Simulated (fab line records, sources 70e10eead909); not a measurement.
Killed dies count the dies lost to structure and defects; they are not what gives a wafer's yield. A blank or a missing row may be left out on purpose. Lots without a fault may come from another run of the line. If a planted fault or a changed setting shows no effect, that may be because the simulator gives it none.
Chamber matching || flow nandHarc || 4 sister chambers for NHARC_A_ZERO_WELL_DESCUM_12 on rieDiel-04
The step chemistry O2, time 3 s. 4 wafers are shown with their chamber, then 12 later ones without.

## EACH WAFER AND ITS CHAMBER
{"wafer": "L088.4", "chamber": 1, "rfVppV (V)": 58.0}
{"wafer": "L085.1", "chamber": 3, "rfVppV (V)": 57.8}
{"wafer": "L085.2", "chamber": 0, "rfVppV (V)": 56.3}
{"wafer": "L085.4", "chamber": 2, "rfVppV (V)": 58.1}

## WAFERS WITH NO CHAMBER GIVEN
{"wafer": "L087.1", "rfVppV (V)": 57.3}
{"wafer": "L087.2", "rfVppV (V)": 57.0}
{"wafer": "L087.4", "rfVppV (V)": 56.5}
{"wafer": "L089.1", "rfVppV (V)": 56.6}
{"wafer": "L089.2", "rfVppV (V)": 56.8}
{"wafer": "L089.5", "rfVppV (V)": 55.4}
{"wafer": "L095.3", "rfVppV (V)": 56.1}
{"wafer": "L095.5", "rfVppV (V)": 56.9}
{"wafer": "L095.6", "rfVppV (V)": 57.0}
{"wafer": "L096.1", "rfVppV (V)": 55.7}
{"wafer": "L096.2", "rfVppV (V)": 57.0}
{"wafer": "L096.4", "rfVppV (V)": 57.9}

## CHAMBER TAKEN BY EACH
{"wafer": "L087.1", "from the rows above": "can't be placed: 3 or 1 or 2 or 0", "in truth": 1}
{"wafer": "L087.2", "from the rows above": "can't be placed: 0 or 3 or 1 or 2", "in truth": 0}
{"wafer": "L087.4", "from the rows above": "can't be placed: 0 or 3", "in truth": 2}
{"wafer": "L089.1", "from the rows above": "can't be placed: 0 or 3 or 1", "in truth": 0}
{"wafer": "L089.2", "from the rows above": "can't be placed: 0 or 3 or 1 or 2", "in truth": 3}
{"wafer": "L089.5", "from the rows above": 0, "in truth": 0}
{"wafer": "L095.3", "from the rows above": 0, "in truth": 0}
{"wafer": "L095.5", "from the rows above": "can't be placed: 0 or 3 or 1 or 2", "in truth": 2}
{"wafer": "L095.6", "from the rows above": "can't be placed: 0 or 3 or 1 or 2", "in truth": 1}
{"wafer": "L096.1", "from the rows above": 0, "in truth": 0}
{"wafer": "L096.2", "from the rows above": "can't be placed: 0 or 3 or 1 or 2", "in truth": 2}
{"wafer": "L096.4", "from the rows above": "can't be placed: 1 or 3 or 2", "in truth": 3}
Correctly placed: 3 of 12. From these rows, 9 cannot be placed; in 8 the true chamber is one of the candidates. Placed wrongly: 0.
How it was worked out, from the rows above alone: a wafer's distance from a chamber is the root of the sum, over the readings, of the square of ((its reading less the chamber's mean) divided by the reading's scatter). The wafer belongs to the nearest chamber; if the next one is less than 2 further off, it can't be placed. The mean given for a chamber averages the wafers shown for that chamber. The scatter: with one shown wafer a chamber, the root of the mean of the squares of how far each hidden wafer lies from its nearest shown one.
